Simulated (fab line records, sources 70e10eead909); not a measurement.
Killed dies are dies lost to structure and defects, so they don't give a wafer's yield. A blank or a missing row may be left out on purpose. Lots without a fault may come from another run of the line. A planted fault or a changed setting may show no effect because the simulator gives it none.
fab line records | flow nand_harc
record lots=24 wafers=72 last_day=33
route steps=1302 shown A_BLC@1118 A_M0@1151 A_M1@1196
lots that met no fault: from a run of the same line without faults
start_h: hours from the record's first day to the start of the lot's first wafer shown | wait_h: hours since the lot's step before | " the same as in the row above | L1.1+2: a row that stands for several wafers | - no value, or no start given | * or withheld: withheld | < > ~ a bound
route shown NAME@n: a module of which the file shows steps, and the number in the route of the first | usual: mean/standard deviation of fault-free wafers | same: alike in all rows | chamber/n: place in a boat | sites: the reading at each site | _std_site: their standard deviation | _edge_site: outer sites' mean less inner sites' | radius_mm: how far each site lies from the wafer's centre | mask NAME#n: copy n | behind: the tool/chamber that last shaped the wafer | hold: why the lot was held/for how many hours/how that ended | device: the transistor (n, p or np) that didn't switch | end of line: the same wafers' tests at the end of the route | a step without rows: its recipe alone | killed: dies lost to structure and defects at the first sort, not the wafer's yield | map: a wafer's dies, x killed, . not, _ none there
set.NAME: the setting as run; set.NAME@STEP: as run at that earlier step | model.NAME: the simulator's own value behind a step, which no gauge read
steps of the route over a sample of lots; a table a step, a row a wafer
services: from which hour (start_h, from the record's first day; less than 0 if before it) a tool's chamber was out of use, for how many hours, and why
## steps
# step NHARC_A_BLC_OVL_MEAS_11
# usual overlay_x_nm=-0.3/0.76 overlay_y_nm=0.1/0.73
# columns lot.wafer tool chamber start_h wait_h overlay_x_nm overlay_y_nm
L075.3 overlay-02 - 532.70 - -0.6 0.3
L075.4 " - " " 0.1 0.2
L075.5 " - " " 0.0 -0.1
L074.1 overlay-01 - 533.44 - -1.0 0.2
L074.4 " - " " -0.7 -0.4
L074.6 " - " " -0.9 0.4
L076.3 overlay-01 - 538.66 - -1.1 0.5
L076.5 " - " " -0.3 0.4
L076.6 " - " " -0.6 1.1
L077.2 overlay-02 - 573.78 - 0.8 0.1
L077.3 " - " " 0.8 0.1
L077.4 " - " " 0.6 0.4
L080.1 overlay-02 - 576.89 - 0.1 -0.5
L080.5 " - " " -0.8 -0.6
L080.6 " - " " -0.4 -0.3
L078.3 overlay-01 - 579.25 - -1.2 -0.1
L078.4 " - " " -0.8 0.0
L078.6 " - " " -1.1 -0.1
L079.3 overlay-01 - 582.98 - -0.1 1.0
L079.4 " - " " 0.3 1.2
L079.5 " - " " -0.3 0.5
L081.2 overlay-02 - 585.29 - -0.9 -1.1
L081.4 " - " " -0.4 -0.5
L081.5 " - " " -1.1 -0.3
L082.3 overlay-01 - 602.57 - -0.1 0.5
L082.4 " - " " 0.0 0.9
L082.6 " - " " -0.3 1.0
L083.1 overlay-01 - 603.16 - 0.2 -0.6
L083.4 " - " " 0.6 -1.6
L083.5 " - " " 1.2 -1.0
L085.1 overlay-01 - 618.25 - 0.1 0.3
L085.3 " - " " -0.3 0.3
L085.4 " - " " -0.1 0.0
L084.2 overlay-01 - 624.40 - -0.2 -0.2
L084.3 " - " " -0.1 0.2
L084.5 " - " " -0.2 0.4
L086.1 overlay-02 - 637.86 - 0.2 0.2
L086.3 " - " " 0.2 0.3
L086.4 " - " " 0.0 -0.2
L088.2 overlay-01 - 655.14 - 0.3 0.8
L088.3 " - " " 0.7 1.3
L088.6 " - " " 0.6 1.2
L087.1 overlay-01 - 656.44 - 0.2 0.3
L087.2 " - " " -0.4 1.0
L087.4 " - " " -0.2 0.9
L089.2 overlay-01 - 661.47 - 0.0 1.2
L089.3 " - " " 0.0 2.1
L089.6 " - " " 0.0 1.7
L090.1 overlay-02 - 667.96 - -1.8 -1.0
L090.3 " - " " -1.9 -0.5
L090.5 " - " " -1.9 -0.9
L091.1 overlay-01 - 706.94 - 0.9 -0.6
L091.3 " - " " 0.4 -0.9
L091.6 " - " " 0.5 -0.7
L093.1 overlay-01 - 716.13 - 1.2 -0.9
L093.4 " - " " 0.2 -1.5
L093.5 " - " " 0.6 -1.2
L092.1 overlay-01 - 717.33 - -0.8 0.3
L092.2 " - " " -0.9 0.1
L092.3 " - " " -0.7 0.6
L095.1 overlay-01 - 726.76 - -0.7 0.7
L095.3 " - " " -0.9 0.4
L095.5 " - " " -0.2 0.7
L094.1 overlay-02 - 731.04 - 0.2 0.1
L094.4 " - " " 0.3 0.5
L094.6 " - " " -0.3 0.6
L096.3 overlay-02 - 734.43 - -1.7 0.2
L096.4 " - " " -2.0 0.4
L096.5 " - " " -1.9 0.2
L097.1 overlay-02 - 753.77 - 0.2 0.2
L097.4 " - " " 0.3 0.5
L097.5 " - " " -0.1 0.7
# step NHARC_A_M0_ETCH_34
# recipe target_depth_a=400 overetch_a=120 time_s=43.94 ion_energy_ev=200 n2_flow_sccm=150 h2_flow_sccm=150 ar_flow_sccm=0 rf_w=400 bias_w=150 chemistry=N2/H2
# usual drypump_motor_current_A=5.9/0.34 n2_flow_sccm=150.0/0.44 oes_product_au=1.000/0.0073 rf_vpp_V=432.1/1.6 showerhead_plenum_p_Torr=2.10/0.05 throttle_valve_pct=14.172/0.0092
# columns lot.wafer tool chamber start_h wait_h drypump_motor_current_A n2_flow_sccm oes_product_au rf_hours_counter_h rf_vpp_V showerhead_plenum_p_Torr throttle_valve_pct
L075.3 rie_diel-06 2 537.04 0.1 5.5 150.5 1.011 1.7 434.1 2.13 14.164
L075.4 " 1 " " 6.4 149.1 1.002 1.7 432.9 2.10 14.171
L075.5 " 2 " " 5.5 150.3 0.999 - 433.2 2.13 14.168
L074.1 rie_diel-06 1 537.69 0.1 6.4 150.5 0.994 1.9 431.8 2.10 14.161
L074.4 " 3 " " 5.7 149.4 0.993 2.4 432.3 2.13 14.165
L074.6 " 0 " " 5.9 149.5 1.004 - 431.8 2.09 14.173
L076.3 rie_diel-06 2 543.07 0.1 5.5 149.5 1.004 2.2 433.2 2.13 14.176
L076.5 " 2 " " 5.5 149.6 1.004 - 433.0 2.13 14.185
L076.6 " 3 " " 5.7 150.4 0.993 - 433.6 2.13 14.177
L077.2 rie_diel-06 3 578.27 0.1 5.8 149.8 1.003 5.1 431.8 2.13 14.176
L077.3 " 3 " " 5.7 150.0 0.999 - 434.8 2.13 14.166
L077.4 " 2 " " 5.5 149.5 0.989 - 432.4 2.13 14.169
L080.1 rie_diel-06 0 581.39 0.1 5.9 149.2 1.009 4.9 431.9 2.09 14.159
L080.5 " 2 " " 5.5 149.6 0.983 - 433.2 2.13 14.183
L080.6 " 3 " " 5.7 150.5 0.994 - 432.2 2.13 14.179
L078.3 rie_diel-06 0 583.71 0.1 5.9 150.5 1.013 4.9 431.8 2.09 14.162
L078.6 " 0 " " 5.9 149.8 1.000 - 432.1 2.09 14.168
L078.4 " 2 " " 5.5 150.1 1.006 - 433.9 2.13 14.194
L079.3 rie_diel-06 2 587.52 0.1 5.6 149.9 0.993 3.0 433.9 2.13 14.166
L079.4 " 3 " " 5.7 150.6 0.977 - 431.8 2.13 14.167
L079.5 " 0 " " 5.9 149.5 0.994 - 430.9 2.09 14.175
L081.2 rie_diel-03 0 590.08 0.6 6.0 149.6 1.007 7.6 430.5 2.02 14.181
L081.4 " 1 " " 6.7 150.2 1.000 9.9 431.1 2.03 14.178
L081.5 " 3 " " 6.0 150.5 1.001 - 426.4 1.91 14.185
L082.3 rie_diel-07 0 606.85 0.1 6.4 149.7 1.004 7.1 434.1 2.14 14.180
L082.4 " 3 " " 5.9 150.6 1.012 6.7 431.5 2.07 14.171
L082.6 " 0 " " 6.4 150.7 1.001 - 432.5 2.14 14.180
L083.1 rie_diel-07 3 607.38 0.1 5.9 150.3 0.994 6.7 432.4 2.07 14.172
L083.4 " 0 " " 6.4 149.6 0.996 7.2 433.5 2.14 14.174
L083.5 " 2 " " 5.7 149.9 1.008 - 432.1 2.09 14.184
L085.1 rie_diel-07 3 622.47 0.1 5.9 150.8 1.000 7.1 431.1 2.07 14.168
L085.4 " 1 " " 6.5 149.2 1.001 6.6 434.4 2.16 14.174
L085.3 " 2 " " 5.7 149.5 1.011 6.2 431.2 2.09 14.158
L084.2 rie_diel-06 1 628.65 0.1 6.4 149.8 1.015 5.3 431.3 2.10 14.178
L084.3 " 0 " " 5.9 149.7 1.012 8.1 431.7 2.09 14.173
L084.5 " 1 " " 6.4 149.8 1.000 - 431.7 2.10 14.156
L086.1 rie_diel-06 0 642.07 0.1 5.9 149.5 1.005 8.7 430.7 2.09 14.175
L086.3 " 1 " " 6.4 150.4 0.994 5.9 430.7 2.10 14.165
L086.4 " 2 " " 5.6 149.3 1.008 6.6 432.0 2.13 14.177
L088.3 rie_diel-07 2 659.39 0.1 5.7 150.2 1.002 0.1 431.9 2.09 14.187
L088.2 " 0 " " 6.4 150.2 1.008 0.1 433.0 2.14 14.158
L088.6 " 3 " " 5.9 150.0 1.003 - 431.4 2.07 14.195
L087.1 rie_diel-06 3 660.66 0.1 5.8 150.0 0.999 10.1 433.6 2.12 14.187
L087.4 " 0 " " 5.9 149.8 1.006 10.2 432.2 2.09 14.176
L087.2 " 2 " " 5.5 150.0 0.999 7.8 433.8 2.13 14.182
L089.2 rie_diel-07 0 665.68 0.2 6.4 150.1 0.995 1.2 435.4 2.14 14.159
L089.3 " 2 " " 5.7 150.8 0.996 0.7 431.8 2.09 14.167
L089.6 " 0 " " 6.4 149.3 0.996 - 433.1 2.14 14.151
L090.3 rie_diel-07 0 672.07 0.1 6.4 149.9 0.999 1.4 431.9 2.13 14.155
L090.1 " 1 " " 6.5 149.5 0.997 1.3 432.2 2.16 14.164
L090.5 " 2 " " 5.7 150.3 1.007 - 432.4 2.09 14.180
L091.1 rie_diel-06 2 711.15 0.1 5.5 150.6 1.007 0.9 432.0 2.13 14.165
L091.3 " 1 " " 6.4 149.7 1.007 1.3 431.9 2.10 14.166
L091.6 " 3 " " 5.7 149.5 0.999 - 432.5 2.12 14.192
L093.4 rie_diel-06 3 721.04 0.1 5.7 150.1 0.994 1.3 432.6 2.12 14.179
L093.1 " 1 " " 6.4 150.5 0.997 1.9 432.0 2.10 14.180
L093.5 " 2 " " 5.5 150.0 0.993 - 433.6 2.13 14.176
L092.3 rie_diel-07 2 722.24 0.1 5.7 150.1 1.000 4.1 432.1 2.09 14.186
L092.1 " 3 " " 5.9 149.9 1.008 3.2 429.8 2.07 14.168
L092.2 " 0 " " 6.4 150.5 1.001 3.9 433.2 2.13 14.174
L095.3 rie_diel-06 1 731.06 0.1 6.4 150.6 0.995 2.2 433.7 2.10 14.176
L095.1 " 2 " " 5.6 150.2 0.996 1.7 432.0 2.13 14.172
L095.5 " 1 " " 6.4 150.3 1.006 - 431.6 2.10 14.176
L094.4 rie_diel-03 1 735.26 0.1 6.7 150.6 1.001 5.4 431.2 2.03 14.155
L094.1 " 0 " " 6.1 149.7 0.999 5.7 430.8 2.01 14.180
L094.6 " 2 " " 5.6 150.2 0.994 - 428.2 1.91 14.156
L096.4 rie_diel-07 1 738.53 0.1 6.5 149.4 0.982 4.5 434.5 2.16 14.171
L096.3 " 3 " " 5.9 149.8 0.994 4.5 431.9 2.07 14.183
L096.5 " 2 " " 5.7 150.4 0.990 - 430.8 2.09 14.172
L097.4 rie_diel-07 2 758.06 0.1 5.7 150.0 0.992 6.6 430.5 2.08 14.165
L097.1 " 1 " " 6.5 150.1 0.995 6.2 432.8 2.16 14.177
L097.5 " 2 " " 5.7 149.9 0.991 - 431.6 2.08 14.181
# step NHARC_A_M0_ETCH_15
# recipe target_depth_a=1500 overetch_a=150 time_s=82.5 c4f8_flow_sccm=withheld ar_flow_sccm=400 rf_w=600 bias_w=300 chemistry=C4F8/Ar
# usual oes_product_au=0.952/0.022 rf_vpp_V=442.4/1.6
# columns lot.wafer tool chamber start_h wait_h oes_product_au rf_hours_counter_h rf_vpp_V
L075.3 rie_diel-06 2 - - 0.969 1.7 442.7
L075.4 " 3 " " 0.964 2.4 442.3
L075.5 " 1 " " 0.991 - 443.5
L074.4 rie_diel-06 2 - - 0.957 1.8 443.4
L074.1 " 3 " " 0.979 2.4 442.9
L074.6 " 1 " " 0.957 - 442.4
L076.3 rie_diel-06 3 - - 0.928 2.9 443.6
L076.5 " 2 " " 0.924 - 442.2
L076.6 " 3 " " 0.910 - 443.1
L077.2 rie_diel-06 3 578.39 0.1 0.954 5.1 440.9
L077.3 " 3 " " 0.954 - 443.3
L077.4 " 2 " " 0.943 - 443.4
L080.1 rie_diel-06 3 - - 0.963 5.2 443.5
L080.6 " 0 " " 0.970 - 442.3
L080.5 " 3 " " 0.958 - 443.8
L078.3 rie_diel-06 3 - - 0.938 5.3 444.5
L078.6 " 0 " " 0.930 - 443.4
L078.4 " 3 " " 0.917 - 443.2
L079.3 rie_diel-06 2 - - 0.966 3.1 443.2
L079.5 " 2 " " 0.962 - 442.0
L079.4 " 3 " " 0.958 - 442.8
L081.4 rie_diel-03 0 - - 0.927 7.7 440.1
L081.2 " 2 " " 0.920 9.6 436.4
L081.5 " 0 " " 0.932 - 440.1
L082.4 rie_diel-07 3 - - 0.934 6.7 440.3
L082.3 " 2 " " 0.955 5.9 442.1
L082.6 " 3 " " 0.942 - 442.6
L083.4 rie_diel-07 3 - - 0.925 6.8 441.6
L083.1 " 2 " " 0.926 5.9 442.6
L083.5 " 0 " " 0.931 - 443.7
L085.4 rie_diel-07 2 - - 0.965 6.3 441.7
L085.3 " 3 " " 0.961 7.1 442.3
L085.1 " 1 " " 0.982 6.6 445.7
L084.3 rie_diel-06 0 - - 0.937 8.1 442.0
L084.2 " 3 " " 0.918 8.1 441.5
L084.5 " 0 " " 0.938 - 442.5
L086.4 rie_diel-06 3 - - 0.920 9.0 442.8
L086.1 " 0 " " 0.933 8.7 442.4
L086.3 " 1 " " 0.926 5.9 442.1
L088.3 rie_diel-07 0 - - 0.946 0.1 443.3
L088.2 " 2 " " 0.978 0.1 444.1
L088.6 " 3 " " 0.956 - 441.6
L087.1 rie_diel-06 3 - - 0.958 10.2 444.1
L087.2 " 1 " " 0.978 7.4 441.7
L087.4 " 2 " " 0.981 7.8 444.9
L089.2 rie_diel-07 3 - - 0.959 0.8 442.3
L089.3 " 0 " " 0.953 1.2 443.4
L089.6 " 3 " " 0.954 - 442.4
L090.1 rie_diel-07 0 - - 0.980 1.4 443.3
L090.3 " 1 " " 0.959 1.3 443.7
L090.5 " 2 " " 0.955 - 441.4
L091.3 rie_diel-06 0 - - 0.971 1.3 442.4
L091.1 " 3 " " 0.958 0.9 442.0
L091.6 " 1 " " 0.975 - 442.5
L093.1 rie_diel-06 1 - - 0.971 1.9 443.5
L093.4 " 2 " " 0.966 1.4 443.8
L093.5 " 0 " " 0.957 - 442.5
L092.2 rie_diel-07 3 - - 0.984 3.2 442.8
L092.3 " 0 " " 0.979 3.9 443.7
L092.1 " 2 " " 0.955 4.1 443.8
L095.3 rie_diel-06 3 - - 0.956 1.6 440.7
L095.1 " 0 " " 0.969 2.2 442.0
L095.5 " 2 " " 0.980 - 445.0
L094.4 rie_diel-03 2 - - 0.956 5.8 437.6
L094.1 " 1 " " 0.962 5.4 440.9
L094.6 " 2 " " 0.956 - 436.3
L096.3 rie_diel-07 0 - - 0.923 4.7 442.4
L096.4 " 2 " " 0.929 5.4 442.2
L096.5 " 0 " " 0.922 - 442.4
L097.1 rie_diel-07 3 - - 0.981 5.6 443.1
L097.4 " 0 " " 0.929 6.3 444.3
L097.5 " 2 " " 0.916 - 441.1
# step NHARC_A_M0_PRE_CLEAN_29
# recipe time_s=30 temp_c=280 gas=H2/He
# usual heater_power_w=396/44
# columns lot.wafer tool chamber start_h wait_h heater_power_w
L075.3 pvd_sputter-03 - - - 316
L075.4 " - " " 408
L075.5 " - " " 316
L074.1 pvd_sputter-02 - - - 350
L074.4 " - " " 435
L074.6 " - " " 426
L076.3 pvd_sputter-03 - - - 416
L076.6 " - " " 421
L076.5 " - " " 319
L077.3 pvd_sputter-01 - - - 379
L077.4 " - " " 411
L077.2 " - " " 482
L080.1 pvd_sputter-02 - - - 352
L080.5 " - " " 432
L080.6 " - " " 349
L078.4 pvd_sputter-03 - - - 429
L078.3 " - " " 319
L078.6 " - " " 370
L079.4 pvd_sputter-03 - - - 322
L079.3 " - " " 422
L079.5 " - " " 422
L081.4 pvd_sputter-02 - - - 344
L081.2 " - " " 436
L081.5 " - " " 340
L082.3 pvd_sputter-01 - - - 485
L082.4 " - " " 377
L082.6 " - " " 398
L083.1 pvd_sputter-01 - - - 407
L083.4 " - " " 477
L083.5 " - " " 498
L085.1 pvd_sputter-01 - - - 402
L085.3 " - " " 498
L085.4 " - " " 377
L084.3 pvd_sputter-01 - - - 409
L084.2 " - " " 486
L084.5 " - " " 388
L086.3 pvd_sputter-03 - - - 316
L086.4 " - " " 405
L086.1 " - " " 430
L088.3 pvd_sputter-01 - - - 389
L088.2 " - " " 397
L088.6 " - " " 379
L087.1 pvd_sputter-02 - - - 362
L087.2 " - " " 438
L087.4 " - " " 407
L089.2 pvd_sputter-03 - - - 309
L089.3 " - " " 415
L089.6 " - " " 426
L090.1 pvd_sputter-03 - - - 421
L090.3 " - " " 413
L090.5 " - " " 317
L091.3 pvd_sputter-01 - - - 398
L091.1 " - " " 387
L091.6 " - " " 486
L093.4 pvd_sputter-03 - - - 428
L093.1 " - " " 319
L093.5 " - " " 364
L092.1 pvd_sputter-01 - - - 403
L092.3 " - " " 473
L092.2 " - " " 390
L095.1 pvd_sputter-02 - - - 423
L095.3 " - " " 322
L095.5 " - " " 364
L094.4 pvd_sputter-03 - - - 416
L094.1 " - " " 370
L094.6 " - " " 322
L096.3 pvd_sputter-03 - - - 413
L096.4 " - " " 321
L096.5 " - " " 377
L097.1 pvd_sputter-01 - - - 396
L097.4 " - " " 404
L097.5 " - " " 409
# step NHARC_A_M0_INSPECT_27
# usual raw_defect_count=525/110
# columns lot.wafer tool chamber start_h wait_h raw_defect_count
L075.3 defect_inspect-02 - 539.42 0.0 445
L075.4 " - " " 457
L075.5 " - " " 393
L074.1 defect_inspect-01 - 540.06 0.0 463
L074.4 " - " " 579
L074.6 " - " " 411
L076.3 defect_inspect-02 - 545.45 0.0 454
L076.5 " - " " 579
L076.6 " - " " 481
L077.2 defect_inspect-01 - 580.74 0.0 473
L077.3 " - " " 544
L077.4 " - " " 862
L080.1 defect_inspect-01 - 583.78 0.0 556
L080.5 " - " " 535
L080.6 " - " " 621
L078.3 defect_inspect-02 - 586.16 0.0 505
L078.4 " - " " 741
L078.6 " - " " 484
L079.3 defect_inspect-01 - 589.98 0.0 485
L079.4 " - " " 609
L079.5 " - " " 440
L081.2 defect_inspect-01 - 592.52 0.0 455
L081.4 " - " " 415
L081.5 " - " " 453
L082.3 defect_inspect-01 - 609.24 0.0 528
L082.4 " - " " 473
L082.6 " - " " 501
L083.1 defect_inspect-01 - 609.75 0.0 647
L083.4 " - " " 517
L083.5 " - " " 515
L085.1 defect_inspect-02 - 624.85 0.0 767
L085.3 " - " " 663
L085.4 " - " " 728
L084.2 defect_inspect-01 - 631.07 0.1 401
L084.3 " - " " 415
L084.5 " - " " 310
L086.1 defect_inspect-01 - 644.47 0.0 565
L086.3 " - " " 527
L086.4 " - " " 478
L088.2 defect_inspect-02 - 661.79 0.0 615
L088.3 " - " " 676
L088.6 " - " " 631
L087.1 defect_inspect-01 - 663.05 0.0 476
L087.2 " - " " 508
L087.4 " - " " 449
L089.2 defect_inspect-01 - 668.13 0.0 587
L089.3 " - " " 524
L089.6 " - " " 439
L090.1 defect_inspect-02 - 674.44 0.0 488
L090.3 " - " " 626
L090.5 " - " " 526
L091.1 defect_inspect-02 - 713.65 0.0 393
L091.3 " - " " 461
L091.6 " - " " 403
L093.1 defect_inspect-01 - 723.42 0.0 456
L093.4 " - " " 441
L093.5 " - " " 473
L092.1 defect_inspect-01 - 724.63 0.0 458
L092.2 " - " " 521
L092.3 " - " " 472
L095.1 defect_inspect-02 - 733.44 0.0 543
L095.3 " - " " 530
L095.5 " - " " 656
L094.1 defect_inspect-01 - 738.09 0.0 599
L094.4 " - " " 485
L094.6 " - " " 639
L096.3 defect_inspect-01 - 740.92 0.0 512
L096.4 " - " " 569
L096.5 " - " " 289
L097.1 defect_inspect-01 - 760.46 0.0 733
L097.4 " - " " 666
L097.5 " - " " 642
# step NHARC_A_M1_THK_MEAS_24
# recipe thk_meas_gauge=xrf
# usual thk_nm=154.1/1.4
# columns lot.wafer tool chamber start_h wait_h thk_nm
L075.3 film_metro-02 - 543.39 - 154.0
L075.4 " - " " 152.1
L075.5 " - " " 152.4
L074.1 film_metro-02 - 544.48 - 156.3
L074.4 " - " " 154.3
L074.6 " - " " 152.5
L076.3 film_metro-02 - 549.36 - 156.0
L076.5 " - " " 155.7
L076.6 " - " " 156.3
L077.2 film_metro-01 - 584.74 - 153.3
L077.3 " - " " 152.2
L077.4 " - " " 155.2
L080.1 film_metro-02 - 587.79 - 156.1
L080.5 " - " " 151.7
L080.6 " - " " 153.7
L078.3 film_metro-01 - 590.12 - 155.3
L078.4 " - " " 155.6
L078.6 " - " " 152.6
L079.3 film_metro-01 - 593.96 - 152.5
L079.4 " - " " 154.6
L079.5 " - " " 154.6
L081.2 film_metro-02 - 596.53 - 153.6
L081.4 " - " " 155.8
L081.5 " - " " 152.6
L082.3 film_metro-01 - 613.23 - 153.4
L082.4 " - " " 155.5
L082.6 " - " " 154.7
L083.1 film_metro-02 - 613.74 - 152.3
L083.4 " - " " 152.4
L083.5 " - " " 151.2
L085.1 film_metro-02 - 628.84 - 155.3
L085.3 " - " " 154.1
L085.4 " - " " 155.9
L084.2 film_metro-02 - 635.54 - 153.8
L084.3 " - " " 154.4
L084.5 " - " " 155.8
L086.1 film_metro-01 - 648.49 - 153.2
L086.3 " - " " 154.7
L086.4 " - " " 153.9
L088.2 film_metro-02 - 665.78 - 154.2
L088.3 " - " " 153.6
L088.6 " - " " 155.2
L087.1 film_metro-01 - 666.93 - 154.9
L087.2 " - " " 155.2
L087.4 " - " " 154.3
L089.2 film_metro-01 - 672.12 - 154.9
L089.3 " - " " 152.4
L089.6 " - " " 154.5
L090.1 film_metro-01 - 678.52 - 155.6
L090.3 " - " " 153.3
L090.5 " - " " 154.0
L091.1 film_metro-01 - 717.64 - 152.9
L091.3 " - " " 153.9
L091.6 " - " " 153.4
L093.1 film_metro-02 - 727.42 - 153.9
L093.4 " - " " 153.2
L093.5 " - " " 153.3
L092.1 film_metro-01 - 728.84 - 154.2
L092.2 " - " " 154.6
L092.3 " - " " 155.3
L095.1 film_metro-01 - 737.45 - 154.4
L095.3 " - " " 153.4
L095.5 " - " " 153.7
L094.1 film_metro-01 - 741.97 - 151.8
L094.4 " - " " 154.0
L094.6 " - " " 153.3
L096.3 film_metro-01 - 744.92 - 155.6
L096.4 " - " " 154.6
L096.5 " - " " 154.7
L097.1 film_metro-02 - 764.49 - 154.1
L097.4 " - " " 154.8
L097.5 " - " " 154.2
## services
# columns tool chamber start_h hours kind
pvd_sputter-02 - 520.14 3.2 repair
pvd_sputter-03 - 526.18 10.0 pm
pvd_sputter-01 - 531.79 2.0 repair
rie_diel-06 2 549.58 25.8 repair
rie_diel-06 - 558.15 0.1 repair
pvd_sputter-01 - 559.06 1.4 repair
rie_diel-06 1 564.18 36.3 repair
rie_diel-06 0 575.64 5.1 repair
pvd_sputter-01 - 582.00 10.0 pm
rie_diel-03 1 590.46 2.6 repair
rie_diel-03 0 632.37 24.5 repair
rie_diel-03 - 635.30 9.0 pm
pvd_sputter-02 - 638.00 10.0 pm
rie_diel-07 - 648.20 9.0 pm
rie_diel-06 - 661.20 9.0 pm
rie_diel-03 2 666.81 4.2 repair
rie_diel-07 3 673.63 12.0 repair
rie_diel-03 2 678.08 4.1 repair
pvd_sputter-03 - 704.18 10.0 pm
rie_diel-03 1 707.88 4.4 repair
pvd_sputter-02 - 709.67 4.8 repair
rie_diel-06 3 734.73 21.2 repair
pvd_sputter-03 - 740.24 3.3 repair
rie_diel-06 0 746.49 8.7 repair
## key
fault none
